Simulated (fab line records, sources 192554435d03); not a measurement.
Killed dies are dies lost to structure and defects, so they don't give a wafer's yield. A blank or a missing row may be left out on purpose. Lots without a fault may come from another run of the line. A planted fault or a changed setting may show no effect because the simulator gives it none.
Which tool did it? | flow n5_finfet | 9 lots, 26 wafers sampled, at 5 steps of a route of 1938

WHAT THE GAUGES READ, wafer by wafer
N5_BEOL_M4_RC_MEAS_101. Usual: DIBL_N 36.0 mV/V, standard deviation 2.5; DIBL_P 36.2 mV/V, standard deviation 3; IOFF_N 0.16 nA/um, standard deviation 0.044; IOFF_P 0.21 nA/um, standard deviation 0.049; ION_N 671 uA/um, standard deviation 15; ION_P 461 uA/um, standard deviation 8.7; SS_N 71.5 mV/dec, standard deviation 0.72; SS_P 73.4 mV/dec, standard deviation 0.9; VT_N 251 mV, standard deviation 4.4; VT_P -250 mV, standard deviation 4.
lot  | measured     | on        | DIBL_N (mV/V)  | DIBL_P (mV/V)  | IOFF_N (nA/um) | IOFF_P (nA/um) | ION_N (uA/um) | ION_P (uA/um) | SS_N (mV/dec)  | SS_P (mV/dec)  | VT_N (mV)   | VT_P (mV)      | flag
L325 | day 9 23:16  | prober-02 | 41.4 38.8 39.2 | 41.8 39.1 39.7 | 0.26 0.19 0.20 | 0.29 0.24 0.24 | 697 673 690   | 466 457 468   | 72.5 73.0 72.9 | 75.0 74.2 75.1 | 245 247 248 | -246 -249 -251 |
L326 | day 10 03:35 | prober-01 | 36.4 34.6 35.0 | 36.8 33.4 35.4 | 0.15 0.11 0.12 | 0.20 0.16 0.20 | 678 653 669   | 464 452 468   | 71.5 70.4 71.6 | 73.5 72.5 72.8 | 252 255 255 | -251 -253 -252 |
L327 | day 10 07:52 | prober-02 | 37.0 36.0 39.7 | 36.6 35.6 40.1 | 0.16 0.14 0.21 | 0.20 0.19 0.26 | 669 663 700   | 457 460 473   | 72.0 71.0 72.0 | 73.2 72.6 74.0 | 254 255 246 | -252 -251 -249 |
L331 | day 11 11:53 | prober-02 | 36.6 38.0 30.6 | 36.2 37.7 28.6 | 0.16 0.18 0.08 | 0.21 0.22 0.11 | 666 680 656   | 452 460 446   | 71.6 71.9 70.4 | 73.5 74.1 71.3 | 252 249 259 | -250 -253 -260 |
L333 | day 11 18:24 | prober-01 | 36.0 36.6 35.9 | 36.7 38.2 35.8 | 0.15 0.17 0.15 | 0.22 0.24 0.19 | 671 686 658   | 461 471 450   | 71.7 71.6 72.3 | 73.2 74.0 73.3 | 252 250 254 | -247 -244 -253 |
L335 | day 12 11:42 | prober-02 | 34.1 37.7 34.2 | 35.5 38.3 35.0 | 0.13 0.21 0.14 | 0.21 0.25 0.20 | 669 676 667   | 466 466 466   | 71.0 72.5 71.3 | 73.4 74.1 73.2 | 251 247 249 | -248 -247 -252 |
L336 | day 12 07:01 | prober-02 | 37.8 34.2 38.7 | 38.0 32.6 38.6 | 0.20 0.12 0.23 | 0.22 0.15 0.24 | 692 660 701   | 460 448 462   | 71.4 71.2 72.4 | 74.0 72.5 74.3 | 245 254 243 | -253 -254 -252 |
L340 | day 13 18:57 | prober-02 | 36.2 33.7 39.4 | 37.6 33.4 39.9 | 0.16 0.11 0.22 | 0.25 0.17 0.28 | 674 657 695   | 477 453 469   | 71.6 71.6 73.2 | 73.7 72.2 73.9 | 250 256 243 | -247 -254 -247 |
L343 | day 14 06:51 | prober-02 | 37.1 34.0      | 38.2 34.5      | 0.17 0.12      | 0.21 0.16      | 685 675       | 470 460       | 71.1 70.8      | 74.5 73.5      | 253 252     | -253 -258      |

WHICH TOOL RAN EACH LOT (tool, then ch and the chambers of the sampled wafers, then the start)
lot  | N5_MOL_CONTACT_COAG_ETCH_106      | N5_MOL_CONTACT_COAG_ETCH_110      | N5_MOL_CONTACT_COAG_PRE_CLEAN_141 | N5_MOL_CONTACT_COAG_CO_FILL_22
L325 | rie_diel-05 ch 1,2, day 5 23:58   | rie_diel-05 ch 1,2, day 6 00:10   | pvd_sputter-02, day 6 02:44       | cvd_co-02 ch 0,2, day 6 02:55
L326 | rie_diel-05 ch 0,1,2, day 6 07:41 | rie_diel-05 ch 0,1,2, day 6 07:53 | pvd_sputter-01, day 6 09:17       | cvd_co-01 ch 0,1,2, day 6 09:46
L327 | rie_diel-02 ch 1,2,3, day 6 15:05 | rie_diel-02 ch 1,2,3, day 6 15:17 | pvd_sputter-03, day 6 17:00       | cvd_co-01 ch 0,2, day 6 17:11
L331 | rie_diel-01 ch 1,2,3, day 7 13:35 | rie_diel-01 ch 1,2,3, day 7 13:47 | pvd_sputter-03, day 7 17:34       | cvd_co-02 ch 0,1,2, day 7 17:46
L333 | rie_diel-01 ch 1,2,3, day 8 01:15 | rie_diel-01 ch 1,2,3, day 8 01:27 | pvd_sputter-03, day 8 04:50       | cvd_co-01 ch 1,2, day 8 05:01
L335 | rie_diel-02 ch 0,3, day 8 13:17   | rie_diel-02 ch 0,3, day 8 13:29   | pvd_sputter-02, day 8 16:49       | cvd_co-02 ch 0,1,2, day 8 16:59
L336 | rie_diel-02 ch 0,2,3, day 8 21:37 | rie_diel-02 ch 0,2,3, day 8 21:49 | pvd_sputter-03, day 9 00:31       | cvd_co-01 ch 0,1,2, day 9 00:41
L340 | rie_diel-02 ch 0,3, day 9 17:36   | rie_diel-02 ch 0,3, day 9 17:47   | pvd_sputter-02, day 9 19:29       | cvd_co-01 ch 0,2, day 9 19:58
L343 | rie_diel-05 ch 0,1, day 10 14:19  | rie_diel-05 ch 0,1, day 10 14:30  | pvd_sputter-03, day 10 17:55      | cvd_co-02 ch 0,1, day 10 18:05
- N5_MOL_CONTACT_COAG_ETCH_106: etches SOC in N2/H2, target depth 80 nm, overetch 16 nm, time 120 s.
- N5_MOL_CONTACT_COAG_ETCH_110: etches Si in CF4/O2, target depth 2.5 nm, time 8 s.
- N5_MOL_CONTACT_COAG_PRE_CLEAN_141: time 60 s.
- N5_MOL_CONTACT_COAG_CO_FILL_22: material Co, precursor CCTBA/H2, target thk 20 nm.

WHAT THE TOOLS THEMSELVES READ (means of the sampled wafers that have a number; where no wafer has one, the mark that the record gives instead)
N5_MOL_CONTACT_COAG_ETCH_106. Usual: drypump_motor_current_A 5.8 A, standard deviation 0.48; oes_product_au 0.69 a.u., standard deviation 0.069; rf_vpp_V 523.9 V, standard deviation 2.3; showerhead_plenum_p_Torr 2.55 Torr, standard deviation 0.072; throttle_valve_pct 17.98 %, standard deviation 0.26.
lot  | tool        | drypump_motor_current_A (A) | oes_product_au (a.u.) | rf_vpp_V (V) | showerhead_plenum_p_Torr (Torr) | throttle_valve_pct (%) | flag
L325 | rie_diel-05 | 5.5                         | 0.65                  | 524.5        | 2.54                            | 17.79                  |
L326 | rie_diel-05 | 5.7                         | 0.66                  | 523.4        | 2.53                            | 17.92                  |
L327 | rie_diel-02 | 5.8                         | 0.75                  | 522.9        | 2.53                            | 17.95                  |
L331 | rie_diel-01 | 6.0                         | 0.66                  | 525.0        | 2.61                            | 17.97                  |
L333 | rie_diel-01 | 6.0                         | 0.66                  | 525.6        | 2.61                            | 17.98                  |
L335 | rie_diel-02 | 5.5                         | 0.70                  | 523.4        | 2.53                            | 18.23                  |
L336 | rie_diel-02 | 5.6                         | 0.72                  | 523.5        | 2.54                            | 18.09                  |
L340 | rie_diel-02 | 5.5                         | 0.69                  | 522.3        | 2.52                            | 18.25                  |
L343 | rie_diel-05 | 5.6                         | 0.65                  | 523.7        | 2.52                            | 18.15                  |

N5_MOL_CONTACT_COAG_ETCH_110. Usual: O2_flow_sccm 10.00 sccm, standard deviation 0.031; drypump_motor_current_A 5.8 A, standard deviation 0.48; oes_product_au 0.76 a.u., standard deviation 0.084; rf_vpp_V 128 V, standard deviation 4.4; showerhead_plenum_p_Torr 2.22 Torr, standard deviation 0.06; throttle_valve_pct 10.87 %, standard deviation 0.24.
lot  | tool        | O2_flow_sccm (sccm) | drypump_motor_current_A (A) | oes_product_au (a.u.) | rf_vpp_V (V) | showerhead_plenum_p_Torr (Torr) | throttle_valve_pct (%) | flag
L325 | rie_diel-05 | 9.99                | 5.5                         | 0.72                  | 130          | 2.23                            | 10.94                  |
L326 | rie_diel-05 | 10.00               | 5.7                         | 0.73                  | 129          | 2.22                            | 10.98                  |
L327 | rie_diel-02 | 10.00               | 5.9                         | 0.83                  | 130          | 2.19                            | 10.66                  |
L331 | rie_diel-01 | 10.02               | 6.0                         | 0.75                  | 130          | 2.26                            | 10.87                  |
L333 | rie_diel-01 | 10.01               | 6.0                         | 0.74                  | 130          | 2.26                            | 10.88                  |
L335 | rie_diel-02 | 9.98                | 5.5                         | 0.80                  | 123          | 2.21                            | 10.96                  |
L336 | rie_diel-02 | 10.01               | 5.6                         | 0.94                  | 126          | 2.22                            | 10.85                  |
L340 | rie_diel-02 | 10.01               | 5.5                         | 0.86                  | 121          | 2.20                            | 10.99                  |
L343 | rie_diel-05 | 10.04               | 5.6                         | 0.70                  | 127          | 2.22                            | 11.12                  |

N5_MOL_CONTACT_COAG_PRE_CLEAN_141. Usual: heater_power_w 469 W, standard deviation 34; susceptor_temp_C 300.00 C, standard deviation 0.19.
lot  | tool           | heater_power_w (W) | susceptor_temp_C (C) | flag
L325 | pvd_sputter-02 | 452                | 300.05               |
L326 | pvd_sputter-01 | 493                | 300.17               |
L327 | pvd_sputter-03 | 451                | 300.03               |
L331 | pvd_sputter-03 | 445                | 299.96               |
L333 | pvd_sputter-03 | 429                | 299.95               |
L335 | pvd_sputter-02 | 489                | 299.95               |
L336 | pvd_sputter-03 | 463                | 300.06               |
L340 | pvd_sputter-02 | 475                | 299.97               |
L343 | pvd_sputter-03 | 474                | 300.27               |

N5_MOL_CONTACT_COAG_CO_FILL_22. Usual: heater_power_w 239 W, standard deviation 33; susceptor_temp_C 199.99 C, standard deviation 0.16.
lot  | tool      | heater_power_w (W) | susceptor_temp_C (C) | flag
L325 | cvd_co-02 | 225                | 199.95               |
L326 | cvd_co-01 | 256                | 199.99               |
L327 | cvd_co-01 | 224                | 200.10               |
L331 | cvd_co-02 | 224                | 200.06               |
L333 | cvd_co-01 | 257                | 199.86               |
L335 | cvd_co-02 | 226                | 200.00               |
L336 | cvd_co-01 | 254                | 199.97               |
L340 | cvd_co-01 | 254                | 200.03               |
L343 | cvd_co-02 | 222                | 199.88               |

THE ANSWER, worked out from the rows above alone
Rule: a lot is off if the mean of its wafers that have a number lies more than 3 standard deviations from the usual mean. A lot without any number at a reading at which 4 lots or more have one is off too. The other lots that the step has rows for count as sound. The gauges are gone through in route order, then the tools' own readings, and for those a lot's mean is taken as printed above. The first step at which some lot is off is used, and at that step the reading that is off furthest; a lot without a number counts as furthest.
No lot is off at any reading shown: from this, nothing can be told.

WHAT THE SIMULATOR HAD PUT IN
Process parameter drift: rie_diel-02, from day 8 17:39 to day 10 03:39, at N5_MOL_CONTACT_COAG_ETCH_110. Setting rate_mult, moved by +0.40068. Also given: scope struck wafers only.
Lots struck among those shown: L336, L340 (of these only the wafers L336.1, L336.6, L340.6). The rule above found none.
